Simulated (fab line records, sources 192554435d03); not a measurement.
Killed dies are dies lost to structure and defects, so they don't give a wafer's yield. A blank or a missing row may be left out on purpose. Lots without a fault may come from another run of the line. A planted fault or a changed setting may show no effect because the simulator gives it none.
fab line records | flow n5_finfet
record lots=6 wafers=17 last_day=16
route steps=1938 shown BEOL_M8@1356
lots that met no fault: from a run of the same line without faults
start_h: hours from the record's first day to the start of the lot's first wafer shown | wait_h: hours since the lot's step before | " the same as in the row above | L1.1+2: a row that stands for several wafers | - no value, or no start given | * or withheld: withheld | < > ~ a bound
route shown NAME@n: a module of which the file shows steps, and the number in the route of the first | usual: mean/standard deviation of fault-free wafers | same: alike in all rows | chamber/n: place in a boat | sites: the reading at each site | _std_site: their standard deviation | _edge_site: outer sites' mean less inner sites' | radius_mm: how far each site lies from the wafer's centre | mask NAME#n: copy n | behind: the tool/chamber that last shaped the wafer | hold: why the lot was held/for how many hours/how that ended | device: the transistor (n, p or np) that didn't switch | end of line: the same wafers' tests at the end of the route | a step without rows: its recipe alone | killed: dies lost to structure and defects at the first sort, not the wafer's yield | map: a wafer's dies, x killed, . not, _ none there
set.NAME: the setting as run; set.NAME@STEP: as run at that earlier step | model.NAME: the simulator's own value behind a step, which no gauge read
lots at some steps of the route; a table a step, a row a wafer
services: from which hour (start_h, from the record's first day; less than 0 if before it) a tool's chamber was out of use, for how many hours, and why
## steps
# step N5_BEOL_M8_COAT_63
# recipe resist=SOC temp_c=250 time_s=60 spin_rpm=1500 resist_thk_nm=60
# step N5_BEOL_M8_COAT_64
# recipe resist=SiARC temp_c=220 time_s=60 spin_rpm=1500 resist_thk_nm=12
# step N5_BEOL_M8_COAT_71
# recipe resist=underlayer temp_c=205 time_s=60 spin_rpm=1500 resist_thk_nm=5
# step N5_BEOL_M8_COAT_22
# recipe resist=CAR-EUV spin_rpm=1500 resist_thk_nm=30
# step N5_BEOL_M8_EBR_24
# recipe solvent=PGMEA ebr_width_mm=1.5
# step N5_BEOL_M8_SOFTBAKE_23
# recipe temp_c=110 time_s=60 resist=CAR-EUV
# step N5_BEOL_M8_EXPOSE_25
# recipe mask_id=V7 na=0.33 source_shape=annular sigma_inner=0.4 sigma_outer=0.8 polarization=unpolarized target_cd_nm=40 dose_mj=42.5
# step N5_BEOL_M8_PEB_26
# recipe peb_temp_c=100 peb_time_s=60 resist=CAR-EUV
# step N5_BEOL_M8_DEVELOP_27
# recipe develop_time_s=30 developer=TMAH resist=CAR-EUV rinse_liquid=surfactant_rinse dry=air_spin dev_temp_c=23
# step N5_BEOL_M8_CD_MEAS_28
# recipe target_cd_nm=40 landing_energy_ev=500 detector=se_inlens
# usual cd_nm=40.00/0.21
# columns lot.wafer tool chamber start_h wait_h cd_nm
L333.1 cd_sem-03 0 206.74 - 39.92
L333.3 " 0 " " 39.75
L333.6 " 0 " " 39.68
L332.1 cd_sem-01 0 206.90 - 40.24
L332.2 " 0 " " 40.38
L332.4 " 0 " " 40.23
L340.4 cd_sem-02 0 272.29 - 39.63
L340.5 " 0 " " 40.19
L342.1 cd_sem-01 0 298.91 - 39.68
L342.2 " 0 " " 40.06
L342.5 " 0 " " 40.07
L348.3 cd_sem-01 0 317.06 - 40.01
L348.5 " 0 " " 40.00
L348.6 " 0 " " 39.95
L351.2 cd_sem-01 0 325.41 - 40.25
L351.5 " 0 " " 39.74
L351.6 " 0 " " 40.30
# step N5_BEOL_M8_OVL_MEAS_29
# recipe points_per_wafer=522
# usual V7_OVL=0.1/0.72
# columns lot.wafer tool chamber start_h wait_h V7_OVL[nm]
L333.1 overlay-01 0 206.77 0.0 -0.3
L333.3 " 0 " " -0.7
L333.6 " 0 " " -0.6
L332.1 overlay-01 0 206.94 0.0 0.9
L332.2 " 0 " " 0.2
L332.4 " 0 " " 1.3
L340.4 overlay-01 0 272.34 0.0 -0.3
L340.5 " 0 " " -0.1
L342.1 overlay-02 0 298.94 0.0 0.6
L342.2 " 0 " " 1.5
L342.5 " 0 " " 0.7
L348.3 overlay-01 0 317.10 0.0 0.5
L348.5 " 0 " " -0.1
L348.6 " 0 " " -0.2
L351.2 overlay-02 0 325.44 0.0 0.4
L351.5 " 0 " " -0.1
L351.6 " 0 " " 0.6
# step N5_BEOL_M8_INSPECT_30
# recipe mode=adi inspect_instrument=brightfield
# usual raw_defect_count=407/93
# columns lot.wafer tool chamber start_h wait_h raw_defect_count
L333.1 defect_inspect-01 - 206.82 0.1 468
L333.3 " - " " 418
L333.6 " - " " 355
L332.1 defect_inspect-02 - 206.99 0.1 472
L332.2 " - " " 331
L332.4 " - " " 488
L340.4 defect_inspect-02 - 272.38 0.0 507
L340.5 " - " " 444
L342.1 defect_inspect-02 - 299.00 0.1 382
L342.2 " - " " 292
L342.5 " - " " 392
L348.3 defect_inspect-02 - 317.15 0.0 464
L348.5 " - " " 353
L348.6 " - " " 329
L351.2 defect_inspect-02 - 325.50 0.0 393
L351.5 " - " " 263
L351.6 " - " " 354
# step N5_BEOL_M8_DESCUM_33
# recipe chemistry=O2 time_s=7 source_power_w=50 bias_power_w=20 pressure_mtorr=20 rf_frequency_hz=2.712e+07 temp_c=40 resist=CAR-EUV o2_flow_sccm=225
# usual drypump_motor_current_A=5.7/0.33 oes_product_au=0.81/0.087 rf_vpp_V=242.8/1.2 showerhead_plenum_p_Torr=2.07/0.061 temp_c=40.00/0.11 throttle_valve_pct=20.32/0.18
# columns lot.wafer tool chamber start_h wait_h drypump_motor_current_A oes_product_au rf_hours_counter_h rf_vpp_V showerhead_plenum_p_Torr temp_c throttle_valve_pct model.CAR-EUV_of_BEOL_M8_COAT_22.thk_nm
L333.1 rie_diel-01 3 206.86 0.0 6.4 0.94 22 242.9 2.05 39.92 20.21 26
L333.3 " 0 " " 5.2 0.96 8 242.6 2.05 39.85 20.25 26
L333.6 " 2 " " 5.7 0.85 - 242.5 2.05 40.01 20.07 26
L332.1 rie_diel-06 3 207.05 0.1 6.1 0.68 239 241.2 1.98 39.94 20.55 26.2
L332.2 " 2 " " 5.7 0.90 26 243.3 2.04 40.11 20.19 26.2
L332.4 " 0 " " 5.3 0.82 63 245.6 2.22 39.98 20.38 26
L340.4 rie_diel-01 1 272.41 0.0 5.5 0.96 4 242.7 2.07 40.25 20.63 26
L340.5 " 1 " " 5.5 0.97 - 242.8 2.07 40.15 20.62 27.2
L342.1 rie_diel-01 2 299.04 0.0 5.7 0.82 96 242.3 2.04 39.93 20.13 26
L342.2 " 0 " " 5.2 0.89 40 242.3 2.04 40.00 20.32 26
L342.5 " 1 " " 5.6 0.93 - 243.7 2.06 40.10 20.65 27.2
L348.3 rie_diel-02 3 317.18 0.0 5.2 0.69 236 245.4 2.15 40.10 20.35 26
L348.5 " 2 " " 5.7 0.81 - 241.6 2.02 39.83 20.21 26
L348.6 " 1 " " 5.9 0.82 - 241.3 2.03 40.02 20.26 26.2
L351.2 rie_diel-02 1 325.53 0.0 5.8 0.82 71 242.0 2.03 39.95 20.28 26
L351.5 " 3 " " 5.2 0.69 - 245.5 2.15 39.91 20.34 26
L351.6 " 2 " " 5.6 0.81 - 242.8 2.02 39.91 20.21 26
# step N5_BEOL_M8_ETCH_72
# recipe chemistry=N2/H2 target=underlayer target_depth_a=65 mask_material=CAR-EUV time_s=5.2 ion_energy_ev=200 pressure_mtorr=30 source_w=840 bias_w=150 n2_flow_sccm=200 h2_flow_sccm=200 ends=cleared
# usual drypump_motor_current_A=5.7/0.33 etch_rf_on_time_s=5.14/0.061 oes_product_au=0.69/0.073 rf_vpp_V=523.2/2.4 showerhead_plenum_p_Torr=2.51/0.073 throttle_valve_pct=17.74/0.16
# columns lot.wafer tool chamber start_h wait_h drypump_motor_current_A etch_rf_on_time_s oes_product_au rf_hours_counter_h rf_vpp_V showerhead_plenum_p_Torr throttle_valve_pct
L333.1 rie_diel-01 3 206.89 0.0 6.4 5.15 0.79 22 519.8 2.49 17.56
L333.3 " 0 " " 5.2 5.06 0.81 8 521.6 2.49 17.71
L333.6 " 2 " " 5.7 5.17 0.73 - 521.0 2.47 17.49
L332.1 rie_diel-06 3 207.09 0.0 6.2 5.19 0.58 239 519.7 2.41 18.13
L332.2 " 2 " " 5.7 5.09 0.77 26 521.3 2.48 17.64
L332.4 " 0 " " 5.3 5.11 0.70 63 528.3 2.70 17.78
L340.4 rie_diel-01 1 272.44 0.0 5.5 5.13 0.81 4 521.3 2.50 17.87
L340.5 " 1 " " 5.5 5.14 0.81 - 521.9 2.50 17.89
L342.1 rie_diel-01 2 299.07 0.0 5.8 5.18 0.69 96 520.4 2.46 17.50
L342.2 " 0 " " 5.2 5.12 0.77 40 522.5 2.48 17.75
L342.5 " 1 " " 5.5 5.15 0.79 - 524.0 2.50 17.88
L348.3 rie_diel-02 3 317.22 0.0 5.2 5.14 0.60 236 526.6 2.62 17.82
L348.5 " 2 " " 5.7 5.20 0.69 - 522.4 2.47 17.71
L348.6 " 1 " " 5.9 5.19 0.71 - 522.1 2.48 17.70
L351.2 rie_diel-02 1 325.56 0.0 5.8 5.22 0.69 71 522.1 2.47 17.72
L351.5 " 3 " " 5.2 5.14 0.60 - 527.0 2.62 17.82
L351.6 " 2 " " 5.7 5.13 0.70 - 523.0 2.47 17.74
# step N5_BEOL_M8_ETCH_65
# recipe chemistry=CF4 target=SiARC target_depth_a=156 mask_material=CAR-EUV time_s=26 ion_energy_ev=80 pressure_mtorr=40 source_w=545 bias_w=36 Ar_flow_sccm=100 cf4_flow_sccm=100 ends=cleared
# usual drypump_motor_current_A=5.7/0.33 etch_rf_on_time_s=25.8/0.31 oes_product_au=0.69/0.073 rf_vpp_V=183.8/1.1 showerhead_plenum_p_Torr=2.12/0.057 throttle_valve_pct=15.48/0.17
# columns lot.wafer tool chamber start_h wait_h drypump_motor_current_A etch_rf_on_time_s oes_product_au rf_hours_counter_h rf_vpp_V showerhead_plenum_p_Torr throttle_valve_pct model.CAR-EUV_of_BEOL_M8_COAT_22.thk_nm
L333.1 rie_diel-01 3 206.91 0.0 6.4 26.0 0.78 22 182.8 2.10 15.34 11
L333.3 " 0 " " 5.2 25.8 0.82 8 184.6 2.10 15.40 11.2
L333.6 " 2 " " 5.7 26.0 0.72 - 182.8 2.09 15.19 11.2
L332.1 rie_diel-06 3 207.10 0.0 6.2 26.0 0.58 239 181.9 2.03 15.76 11.2
L332.2 " 2 " " 5.7 25.3 0.78 26 183.3 2.10 15.39 11.2
L332.4 " 0 " " 5.3 25.4 0.71 63 184.4 2.26 15.46 11.2
L340.4 rie_diel-01 1 272.46 0.0 5.5 25.8 0.82 4 181.9 2.11 15.65 11.2
L340.5 " 1 " " 5.5 25.6 0.82 - 183.6 2.11 15.66 12.2
L342.1 rie_diel-01 2 299.09 0.0 5.8 25.8 0.70 96 184.5 2.08 15.23 11
L342.2 " 0 " " 5.2 25.6 0.76 40 183.6 2.09 15.45 11
L342.5 " 1 " " 5.5 25.7 0.79 - 185.7 2.11 15.65 12.2
L348.3 rie_diel-02 3 317.23 0.0 5.2 25.8 0.59 236 185.9 2.20 15.62 11.2
L348.5 " 2 " " 5.7 25.6 0.70 - 182.9 2.08 15.39 11.2
L348.6 " 1 " " 5.8 25.8 0.70 - 182.1 2.09 15.43 11.2
L351.2 rie_diel-02 1 325.58 0.0 5.8 26.1 0.70 71 183.8 2.09 15.44 11
L351.5 " 3 " " 5.2 25.8 0.59 - 185.0 2.20 15.62 11
L351.6 " 2 " " 5.6 25.6 0.69 - 183.3 2.08 15.41 11
# step N5_BEOL_M8_ETCH_66
# recipe chemistry=N2/H2 target=SOC target_depth_a=800 overetch_a=160 mask_material=SiARC temp_c=40 time_s=120 ion_energy_ev=200 pressure_mtorr=30 source_w=840 bias_w=150 n2_flow_sccm=200 h2_flow_sccm=200
# usual drypump_motor_current_A=5.7/0.33 oes_product_au=0.62/0.062 rf_vpp_V=523.2/2.2 showerhead_plenum_p_Torr=2.51/0.073 temp_c=39.99/0.1 throttle_valve_pct=17.70/0.16
# columns lot.wafer tool chamber start_h wait_h drypump_motor_current_A oes_product_au rf_hours_counter_h rf_vpp_V showerhead_plenum_p_Torr temp_c throttle_valve_pct
L333.1 rie_diel-01 3 206.94 0.0 6.4 0.71 22 523.6 2.49 39.86 17.54
L333.3 " 0 " " 5.2 0.72 8 522.9 2.49 39.94 17.64
L333.6 " 2 " " 5.8 0.65 - 522.7 2.47 39.82 17.44
L332.1 rie_diel-06 3 207.13 0.0 6.2 0.53 239 520.6 2.41 39.90 18.08
L332.2 " 2 " " 5.7 0.68 26 522.2 2.48 39.99 17.56
L332.4 " 0 " " 5.3 0.63 63 529.2 2.70 39.92 17.72
L340.4 rie_diel-01 1 272.49 0.0 5.5 0.73 4 523.7 2.50 39.92 17.83
L340.5 " 1 " " 5.5 0.72 - 523.0 2.50 40.01 17.84
L342.1 rie_diel-01 2 299.12 0.0 5.7 0.63 96 522.1 2.46 40.06 17.47
L342.2 " 0 " " 5.2 0.68 40 522.4 2.48 40.05 17.71
L342.5 " 1 " " 5.5 0.70 - 524.7 2.49 39.82 17.86
L348.3 rie_diel-02 3 317.26 0.0 5.2 0.53 236 525.4 2.62 40.15 17.78
L348.5 " 2 " " 5.7 0.62 - 521.9 2.47 40.13 17.67
L348.6 " 1 " " 5.9 0.63 - 522.7 2.48 39.95 17.67
L351.2 rie_diel-02 1 325.61 0.0 5.8 0.63 71 520.7 2.47 39.93 17.67
L351.5 " 3 " " 5.2 0.53 - 525.4 2.62 39.99 17.79
L351.6 " 2 " " 5.7 0.62 - 522.3 2.47 39.94 17.68
## services
# columns tool chamber start_h hours kind
rie_diel-06 1 183.55 8.8 repair
rie_diel-02 0 212.15 22.1 repair
rie_diel-06 3 215.95 2.9 repair
rie_diel-01 1 240.61 - clean
rie_diel-01 1 240.61 - consumable_replace:focus_ring
rie_diel-01 1 240.61 16.8 scheduled_down
rie_diel-01 1 240.61 16.8 vent_cycle
rie_diel-06 3 242.73 - clean
rie_diel-06 3 242.73 - consumable_replace:focus_ring
rie_diel-06 3 242.73 - consumable_replace:showerhead
rie_diel-02 2 281.00 6.7 repair
rie_diel-01 2 307.95 1.8 repair
## key
first_sign none at tools or gauges
model_effect step=N5_BEOL_M8_DESCUM_33 value=CAR-EUV_of_BEOL_M8_COAT_22.thk_nm without=26.1 struck=27.2
model_effect step=N5_BEOL_M8_ETCH_65 value=CAR-EUV_of_BEOL_M8_COAT_22.thk_nm without=11.2 struck=12.2
met_at N5_BEOL_M8_DESCUM_33
struck_wafers L340.5,L342.5
onset_between 206.86 272.41
fault kind=process_parameter_drift tool=rie_diel-01 chamber=- onset_h=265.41 steps=N5_BEOL_M8_DESCUM_33 channel=time_s offset=* shape=step end_h=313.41 scope=struck_wafers_only acts_in=* stated=*
